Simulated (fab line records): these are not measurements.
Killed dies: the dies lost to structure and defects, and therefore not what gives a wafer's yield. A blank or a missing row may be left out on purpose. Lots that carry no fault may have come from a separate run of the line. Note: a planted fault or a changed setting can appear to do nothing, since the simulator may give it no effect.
Which tool did it? || flow nand-harc || Sampling: 11 lots, 33 wafers, 5 of 1302 route steps

WHAT THE GAUGES SHOWED, per wafer
NHARC_END_SORT_01.
{"lot": "L649", "measured": "day 25 03:56", "on": "prober-01", "killed-at-array": "28 20 20", "killed-at-other": "0 0 1", "killed-at-periphery": "2 3 1", "killed-dies": "30 23 22", "killed-open": "3 4 3", "killed-short": "6 4 2"}
{"lot": "L650", "measured": "day 24 18:49", "on": "prober-02", "killed-at-array": "72 76 86", "killed-at-other": "2 0 0", "killed-at-periphery": "5 2 5", "killed-dies": "79 78 91", "killed-open": "1 7 0", "killed-short": "0 1 5"}
{"lot": "L653", "measured": "day 26 10:22", "on": "prober-01", "killed-at-array": "43 46 43", "killed-at-other": "0 1 0", "killed-at-periphery": "7 9 7", "killed-dies": "50 56 50", "killed-open": "3 2 1", "killed-short": "2 8 1"}
{"lot": "L652", "measured": "day 26 01:07", "on": "prober-02", "killed-at-array": "49 46 59", "killed-at-other": "1 1 1", "killed-at-periphery": "4 4 3", "killed-dies": "54 51 63", "killed-open": "3 3 2", "killed-short": "2 2 6"}
{"lot": "L655", "measured": "day 26 23:56", "on": "prober-01", "killed-at-array": "42 53 41", "killed-at-other": "2 0 0", "killed-at-periphery": "3 4 2", "killed-dies": "47 57 43", "killed-open": "2 3 6", "killed-short": "2 4 4"}
{"lot": "L659", "measured": "day 29 17:01", "on": "prober-01", "killed-at-array": "659 619 593", "killed-at-other": "0 0 0", "killed-at-periphery": "1 5 3", "killed-dies": "660 624 596", "killed-open": "2 2 8", "killed-short": "3 2 0"}
{"lot": "L660", "measured": "day 29 16:59", "on": "prober-02", "killed-at-array": "627 636 641", "killed-at-other": "3 1 1", "killed-at-periphery": "5 5 4", "killed-dies": "635 642 646", "killed-open": "7 4 3", "killed-short": "1 1 1"}
{"lot": "L667", "measured": "day 31 15:01", "on": "prober-01", "killed-at-array": "69 80 76", "killed-at-other": "0 2 0", "killed-at-periphery": "0 1 1", "killed-dies": "69 83 77", "killed-open": "1 4 3", "killed-short": "0 2 1"}
{"lot": "L670", "measured": "day 32 21:05", "on": "prober-02", "killed-at-array": "66 62 61", "killed-at-other": "0 0 0", "killed-at-periphery": "3 2 3", "killed-dies": "69 64 64", "killed-open": "5 2 4", "killed-short": "4 3 5"}
{"lot": "L671", "measured": "day 33 07:47", "on": "prober-01", "killed-at-array": "65 61 70", "killed-at-other": "7 8 2", "killed-at-periphery": "7 2 1", "killed-dies": "79 71 73", "killed-open": "5 1 3", "killed-short": "3 1 2"}
{"lot": "L672", "measured": "day 34 20:26", "on": "prober-02", "killed-at-array": "20 40 22", "killed-at-other": "2 0 1", "killed-at-periphery": "0 2 1", "killed-dies": "22 42 24", "killed-open": "1 4 1", "killed-short": "3 5 2"}

WHICH TOOL RAN EACH LOT (tool, then ch and the chambers of the sampled wafers, then the start)
{"lot": "L649", "NHARC_A_CHANNEL_HOLE_D1_ETCH_25": "har-etch-01 ch 1, day 9 06:04", "NHARC_A_CHANNEL_HOLE_D1_ETCH_26": "har-etch-01 ch 1, day 9 06:49", "NHARC_A_CHANNEL_FILL_D1_ETCHBACK_20": "rie-diel-13 ch 1,3, day 10 10:08", "NHARC_A_CHANNEL_FILL_D1_STRIP_28": "rie-diel-13 ch 0,2,3, day 10 10:14"}
{"lot": "L650", "NHARC_A_CHANNEL_HOLE_D1_ETCH_25": "har-etch-02 ch 0, day 9 08:14", "NHARC_A_CHANNEL_HOLE_D1_ETCH_26": "har-etch-02 ch 0, day 9 09:32", "NHARC_A_CHANNEL_FILL_D1_ETCHBACK_20": "rie-diel-02 ch 0,2,3, day 10 10:10", "NHARC_A_CHANNEL_FILL_D1_STRIP_28": "rie-diel-02 ch 0,1, day 10 10:28"}
{"lot": "L653", "NHARC_A_CHANNEL_HOLE_D1_ETCH_25": "har-etch-01 ch 0,1, day 10 04:22", "NHARC_A_CHANNEL_HOLE_D1_ETCH_26": "har-etch-01 ch 0,1, day 10 05:02", "NHARC_A_CHANNEL_FILL_D1_ETCHBACK_20": "rie-diel-02 ch 0,3, day 11 07:19", "NHARC_A_CHANNEL_FILL_D1_STRIP_28": "rie-diel-02 ch 0,2,3, day 11 07:25"}
{"lot": "L652", "NHARC_A_CHANNEL_HOLE_D1_ETCH_25": "har-etch-02 ch 0, day 10 09:23", "NHARC_A_CHANNEL_HOLE_D1_ETCH_26": "har-etch-02 ch 0, day 10 10:09", "NHARC_A_CHANNEL_FILL_D1_ETCHBACK_20": "rie-diel-02 ch 0,1,3, day 11 15:44", "NHARC_A_CHANNEL_FILL_D1_STRIP_28": "rie-diel-02 ch 0,1, day 11 15:49"}
{"lot": "L655", "NHARC_A_CHANNEL_HOLE_D1_ETCH_25": "har-etch-01 ch 0,1, day 11 08:05", "NHARC_A_CHANNEL_HOLE_D1_ETCH_26": "har-etch-01 ch 0,1, day 11 08:59", "NHARC_A_CHANNEL_FILL_D1_ETCHBACK_20": "rie-diel-02 ch 0,1, day 12 11:10", "NHARC_A_CHANNEL_FILL_D1_STRIP_28": "rie-diel-02 ch 0,1, day 12 11:16"}
{"lot": "L659", "NHARC_A_CHANNEL_HOLE_D1_ETCH_25": "har-etch-01 ch 0,1, day 13 02:17", "NHARC_A_CHANNEL_HOLE_D1_ETCH_26": "har-etch-01 ch 0,1, day 13 02:56", "NHARC_A_CHANNEL_FILL_D1_ETCHBACK_20": "rie-diel-02 ch 0,1,2, day 14 07:21", "NHARC_A_CHANNEL_FILL_D1_STRIP_28": "rie-diel-02 ch 0,1,3, day 14 07:25"}
{"lot": "L660", "NHARC_A_CHANNEL_HOLE_D1_ETCH_25": "har-etch-02 ch 0,1, day 13 07:06", "NHARC_A_CHANNEL_HOLE_D1_ETCH_26": "har-etch-02 ch 0,1, day 13 07:45", "NHARC_A_CHANNEL_FILL_D1_ETCHBACK_20": "rie-diel-02 ch 0,2,3, day 14 11:05", "NHARC_A_CHANNEL_FILL_D1_STRIP_28": "rie-diel-02 ch 0,3, day 14 11:10"}
{"lot": "L667", "NHARC_A_CHANNEL_HOLE_D1_ETCH_25": "har-etch-02 ch 0,1, day 16 02:25", "NHARC_A_CHANNEL_HOLE_D1_ETCH_26": "har-etch-02 ch 0,1, day 16 03:19", "NHARC_A_CHANNEL_FILL_D1_ETCHBACK_20": "rie-diel-13 ch 2,3, day 17 10:07", "NHARC_A_CHANNEL_FILL_D1_STRIP_28": "rie-diel-13 ch 1,2,3, day 17 10:13"}
{"lot": "L670", "NHARC_A_CHANNEL_HOLE_D1_ETCH_25": "har-etch-01 ch 0,1, day 17 09:38", "NHARC_A_CHANNEL_HOLE_D1_ETCH_26": "har-etch-01 ch 0,1, day 17 10:32", "NHARC_A_CHANNEL_FILL_D1_ETCHBACK_20": "rie-diel-13 ch 0,1,2, day 18 13:10", "NHARC_A_CHANNEL_FILL_D1_STRIP_28": "rie-diel-13 ch 0,1,2, day 18 13:16"}
{"lot": "L671", "NHARC_A_CHANNEL_HOLE_D1_ETCH_25": "har-etch-01 ch 0,1, day 17 21:47", "NHARC_A_CHANNEL_HOLE_D1_ETCH_26": "har-etch-01 ch 0,1, day 17 22:40", "NHARC_A_CHANNEL_FILL_D1_ETCHBACK_20": "rie-diel-13 ch 0,2, day 19 01:00", "NHARC_A_CHANNEL_FILL_D1_STRIP_28": "rie-diel-13 ch 0,3, day 19 01:07"}
{"lot": "L672", "NHARC_A_CHANNEL_HOLE_D1_ETCH_25": "har-etch-02 ch 0,1, day 18 11:13", "NHARC_A_CHANNEL_HOLE_D1_ETCH_26": "har-etch-02 ch 0,1, day 18 11:59", "NHARC_A_CHANNEL_FILL_D1_ETCHBACK_20": "rie-diel-13 ch 1,2, day 19 12:34", "NHARC_A_CHANNEL_FILL_D1_STRIP_28": "rie-diel-13 ch 0,1, day 19 12:40"}
- NHARC_A_CHANNEL_HOLE_D1_ETCH_25: etches the open film in C4F8/O2/Ar, time 1040.2 s, target depth 1500 nm.
- NHARC_A_CHANNEL_HOLE_D1_ETCH_26: etches the open film in C4F8/O2/Ar, time 224.1 s, target depth 300 nm.
- NHARC_A_CHANNEL_FILL_D1_ETCHBACK_20: etches the open film in C4F8/O2/Ar, target depth 27 nm, time 13.5 s.
- NHARC_A_CHANNEL_FILL_D1_STRIP_28: strips in O2, time 20 s.

WHAT THE TOOLS THEMSELVES READ (means of the sampled wafers that have a number; where no wafer has one, the mark that the record gives instead)
NHARC_A_CHANNEL_HOLE_D1_ETCH_25.
{"lot": "L649", "tool": "har-etch-01", "drypump-motor-current-A (A)": 6.6, "oes-air-line-au (a.u.)": 0.988, "showerhead-plenum-p-Torr (Torr)": 3.73, "throttle-valve-pct (%)": 32.246}
{"lot": "L650", "tool": "har-etch-02", "drypump-motor-current-A (A)": 5.3, "oes-air-line-au (a.u.)": 0.996, "showerhead-plenum-p-Torr (Torr)": 3.56, "throttle-valve-pct (%)": 32.242}
{"lot": "L653", "tool": "har-etch-01", "drypump-motor-current-A (A)": 6.5, "oes-air-line-au (a.u.)": 1.009, "showerhead-plenum-p-Torr (Torr)": 3.62, "throttle-valve-pct (%)": 32.230}
{"lot": "L652", "tool": "har-etch-02", "drypump-motor-current-A (A)": 5.3, "oes-air-line-au (a.u.)": 0.998, "showerhead-plenum-p-Torr (Torr)": 3.55, "throttle-valve-pct (%)": 32.246}
{"lot": "L655", "tool": "har-etch-01", "drypump-motor-current-A (A)": 6.5, "oes-air-line-au (a.u.)": 1.004, "showerhead-plenum-p-Torr (Torr)": 3.66, "throttle-valve-pct (%)": 32.231}
{"lot": "L659", "tool": "har-etch-01", "drypump-motor-current-A (A)": 6.5, "oes-air-line-au (a.u.)": 1.012, "showerhead-plenum-p-Torr (Torr)": 3.60, "throttle-valve-pct (%)": 32.230}
{"lot": "L660", "tool": "har-etch-02", "drypump-motor-current-A (A)": 5.8, "oes-air-line-au (a.u.)": 0.999, "showerhead-plenum-p-Torr (Torr)": 3.52, "throttle-valve-pct (%)": 32.236}
{"lot": "L667", "tool": "har-etch-02", "drypump-motor-current-A (A)": 5.8, "oes-air-line-au (a.u.)": 0.983, "showerhead-plenum-p-Torr (Torr)": 3.50, "throttle-valve-pct (%)": 32.238}
{"lot": "L670", "tool": "har-etch-01", "drypump-motor-current-A (A)": 6.5, "oes-air-line-au (a.u.)": 1.012, "showerhead-plenum-p-Torr (Torr)": 3.61, "throttle-valve-pct (%)": 32.227}
{"lot": "L671", "tool": "har-etch-01", "drypump-motor-current-A (A)": 6.5, "oes-air-line-au (a.u.)": 1.002, "showerhead-plenum-p-Torr (Torr)": 3.56, "throttle-valve-pct (%)": 32.239}
{"lot": "L672", "tool": "har-etch-02", "drypump-motor-current-A (A)": 5.8, "oes-air-line-au (a.u.)": 1.004, "showerhead-plenum-p-Torr (Torr)": 3.92, "throttle-valve-pct (%)": 32.239}

NHARC_A_CHANNEL_HOLE_D1_ETCH_26.
{"lot": "L649", "tool": "har-etch-01", "drypump-motor-current-A (A)": 6.6, "oes-air-line-au (a.u.)": 0.965, "showerhead-plenum-p-Torr (Torr)": 3.78, "throttle-valve-pct (%)": 24.580}
{"lot": "L650", "tool": "har-etch-02", "drypump-motor-current-A (A)": 5.3, "oes-air-line-au (a.u.)": 1.015, "showerhead-plenum-p-Torr (Torr)": 3.60, "throttle-valve-pct (%)": 24.586}
{"lot": "L653", "tool": "har-etch-01", "drypump-motor-current-A (A)": 6.5, "oes-air-line-au (a.u.)": 0.996, "showerhead-plenum-p-Torr (Torr)": 3.66, "throttle-valve-pct (%)": 24.575}
{"lot": "L652", "tool": "har-etch-02", "drypump-motor-current-A (A)": 5.3, "oes-air-line-au (a.u.)": 1.023, "showerhead-plenum-p-Torr (Torr)": 3.59, "throttle-valve-pct (%)": 24.572}
{"lot": "L655", "tool": "har-etch-01", "drypump-motor-current-A (A)": 6.5, "oes-air-line-au (a.u.)": 1.000, "showerhead-plenum-p-Torr (Torr)": 3.71, "throttle-valve-pct (%)": 24.583}
{"lot": "L659", "tool": "har-etch-01", "drypump-motor-current-A (A)": 6.5, "oes-air-line-au (a.u.)": 1.005, "showerhead-plenum-p-Torr (Torr)": 3.64, "throttle-valve-pct (%)": 24.580}
{"lot": "L660", "tool": "har-etch-02", "drypump-motor-current-A (A)": 5.8, "oes-air-line-au (a.u.)": 1.002, "showerhead-plenum-p-Torr (Torr)": 3.56, "throttle-valve-pct (%)": 24.589}
{"lot": "L667", "tool": "har-etch-02", "drypump-motor-current-A (A)": 5.8, "oes-air-line-au (a.u.)": 0.998, "showerhead-plenum-p-Torr (Torr)": 3.53, "throttle-valve-pct (%)": 24.578}
{"lot": "L670", "tool": "har-etch-01", "drypump-motor-current-A (A)": 6.5, "oes-air-line-au (a.u.)": 0.997, "showerhead-plenum-p-Torr (Torr)": 3.66, "throttle-valve-pct (%)": 24.582}
{"lot": "L671", "tool": "har-etch-01", "drypump-motor-current-A (A)": 6.5, "oes-air-line-au (a.u.)": 0.997, "showerhead-plenum-p-Torr (Torr)": 3.60, "throttle-valve-pct (%)": 24.581}
{"lot": "L672", "tool": "har-etch-02", "drypump-motor-current-A (A)": 5.8, "oes-air-line-au (a.u.)": 0.997, "showerhead-plenum-p-Torr (Torr)": 3.98, "throttle-valve-pct (%)": 24.585}

NHARC_A_CHANNEL_FILL_D1_ETCHBACK_20.
{"lot": "L649", "tool": "rie-diel-13", "oes-product-au (a.u.)": 0.99, "rf-vpp-V (V)": 979, "run-length-s (s)": 34.1}
{"lot": "L650", "tool": "rie-diel-02", "oes-product-au (a.u.)": 1.00, "rf-vpp-V (V)": 976, "run-length-s (s)": 34.7}
{"lot": "L653", "tool": "rie-diel-02", "oes-product-au (a.u.)": 0.99, "rf-vpp-V (V)": 977, "run-length-s (s)": 34.8}
{"lot": "L652", "tool": "rie-diel-02", "oes-product-au (a.u.)": 1.00, "rf-vpp-V (V)": 973, "run-length-s (s)": 35.0}
{"lot": "L655", "tool": "rie-diel-02", "oes-product-au (a.u.)": 0.93, "rf-vpp-V (V)": 972, "run-length-s (s)": 34.9}
{"lot": "L659", "tool": "rie-diel-02", "oes-product-au (a.u.)": 0.93, "rf-vpp-V (V)": 973, "run-length-s (s)": 29.8}
{"lot": "L660", "tool": "rie-diel-02", "oes-product-au (a.u.)": 0.92, "rf-vpp-V (V)": 976, "run-length-s (s)": 30.2}
{"lot": "L667", "tool": "rie-diel-13", "oes-product-au (a.u.)": 0.98, "rf-vpp-V (V)": 976, "run-length-s (s)": 34.9}
{"lot": "L670", "tool": "rie-diel-13", "oes-product-au (a.u.)": 1.01, "rf-vpp-V (V)": 976, "run-length-s (s)": 34.8}
{"lot": "L671", "tool": "rie-diel-13", "oes-product-au (a.u.)": 0.99, "rf-vpp-V (V)": 974, "run-length-s (s)": 35.0}
{"lot": "L672", "tool": "rie-diel-13", "oes-product-au (a.u.)": 0.92, "rf-vpp-V (V)": 972, "run-length-s (s)": 34.9}

NHARC_A_CHANNEL_FILL_D1_STRIP_28.
{"lot": "L649", "tool": "rie-diel-13", "drypump-motor-current-A (A)": 5.9, "oes-product-au (a.u.)": 1.002, "rf-vpp-V (V)": 57.7, "showerhead-plenum-p-Torr (Torr)": 3.55, "throttle-valve-pct (%)": 17.040}
{"lot": "L650", "tool": "rie-diel-02", "drypump-motor-current-A (A)": 6.1, "oes-product-au (a.u.)": 1.008, "rf-vpp-V (V)": 57.1, "showerhead-plenum-p-Torr (Torr)": 3.35, "throttle-valve-pct (%)": 17.031}
{"lot": "L653", "tool": "rie-diel-02", "drypump-motor-current-A (A)": 5.9, "oes-product-au (a.u.)": 0.998, "rf-vpp-V (V)": 57.5, "showerhead-plenum-p-Torr (Torr)": 3.47, "throttle-valve-pct (%)": 17.029}
{"lot": "L652", "tool": "rie-diel-02", "drypump-motor-current-A (A)": 6.1, "oes-product-au (a.u.)": 1.008, "rf-vpp-V (V)": 58.0, "showerhead-plenum-p-Torr (Torr)": 3.35, "throttle-valve-pct (%)": 17.040}
{"lot": "L655", "tool": "rie-diel-02", "drypump-motor-current-A (A)": 6.4, "oes-product-au (a.u.)": 0.998, "rf-vpp-V (V)": 56.3, "showerhead-plenum-p-Torr (Torr)": 3.37, "throttle-valve-pct (%)": 17.035}
{"lot": "L659", "tool": "rie-diel-02", "drypump-motor-current-A (A)": 6.0, "oes-product-au (a.u.)": 1.004, "rf-vpp-V (V)": 57.9, "showerhead-plenum-p-Torr (Torr)": 3.42, "throttle-valve-pct (%)": 17.033}
{"lot": "L660", "tool": "rie-diel-02", "drypump-motor-current-A (A)": 6.1, "oes-product-au (a.u.)": 0.995, "rf-vpp-V (V)": 57.7, "showerhead-plenum-p-Torr (Torr)": 3.44, "throttle-valve-pct (%)": 17.038}
{"lot": "L667", "tool": "rie-diel-13", "drypump-motor-current-A (A)": 5.7, "oes-product-au (a.u.)": 0.993, "rf-vpp-V (V)": 58.6, "showerhead-plenum-p-Torr (Torr)": 3.50, "throttle-valve-pct (%)": 17.045}
{"lot": "L670", "tool": "rie-diel-13", "drypump-motor-current-A (A)": 6.0, "oes-product-au (a.u.)": 0.994, "rf-vpp-V (V)": 57.7, "showerhead-plenum-p-Torr (Torr)": 3.47, "throttle-valve-pct (%)": 17.034}
{"lot": "L671", "tool": "rie-diel-13", "drypump-motor-current-A (A)": 5.7, "oes-product-au (a.u.)": 0.979, "rf-vpp-V (V)": 58.5, "showerhead-plenum-p-Torr (Torr)": 3.65, "throttle-valve-pct (%)": 17.033}
{"lot": "L672", "tool": "rie-diel-13", "drypump-motor-current-A (A)": 5.9, "oes-product-au (a.u.)": 0.986, "rf-vpp-V (V)": 57.4, "showerhead-plenum-p-Torr (Torr)": 3.51, "throttle-valve-pct (%)": 17.042}

THE ANSWER, worked out from the rows above alone
Rule: what is usual is taken from the lots themselves. The widest of any qualifying gaps counts: lots, ordered by their means at a reading, are off when they make up no more than a third of the lots, leave a main group of 4 or more, and stand apart from it by 3 or more times the standard deviation of that group's means. If all means in a main group match to the digits the tables above print for the reading, that group is not used. Also off: a lot with no number at a reading for which 4 or more lots have one. Any other lot the step has rows for is counted as sound. Order of review: gauges by route order, followed by the tools' own readings, for which a lot's mean as printed above is used. The first step at which some lot is off is used, and at that step the reading that is off furthest; a lot without a number counts as furthest.
Off: L659, L660, at NHARC_END_SORT_01 (killed-at-array). The main group: mean 52, standard deviation 18.
If a tool, at a process step before that reading, ran all the lots that are off and no sound lot after the first of them, it fits. The gauges at NHARC_END_SORT_01 aren't tried: what is off there is off at NHARC_A_CHANNEL_FILL_D1_ETCHBACK_20 too, on other tools, and a gauge's error can't cause that. One candidate fits, namely rie-diel-02 at NHARC_A_CHANNEL_FILL_D1_ETCHBACK_20 and NHARC_A_CHANNEL_FILL_D1_STRIP_28. At NHARC_A_CHANNEL_FILL_D1_ETCHBACK_20 its last sound lot is L655 (day 12 11:10), its first lot that is off L659 (day 14 07:21): a fault that began between those two fits.
The tool's own readings at NHARC_A_CHANNEL_FILL_D1_ETCHBACK_20 bear it out: on the lots that are off they differ by more than 5 times the standard deviation of the sound lots' means. run-length-s reads 30.0 s there against 34.8 s on the sound lots.

WHAT WAS PUT IN BY THE SIMULATOR
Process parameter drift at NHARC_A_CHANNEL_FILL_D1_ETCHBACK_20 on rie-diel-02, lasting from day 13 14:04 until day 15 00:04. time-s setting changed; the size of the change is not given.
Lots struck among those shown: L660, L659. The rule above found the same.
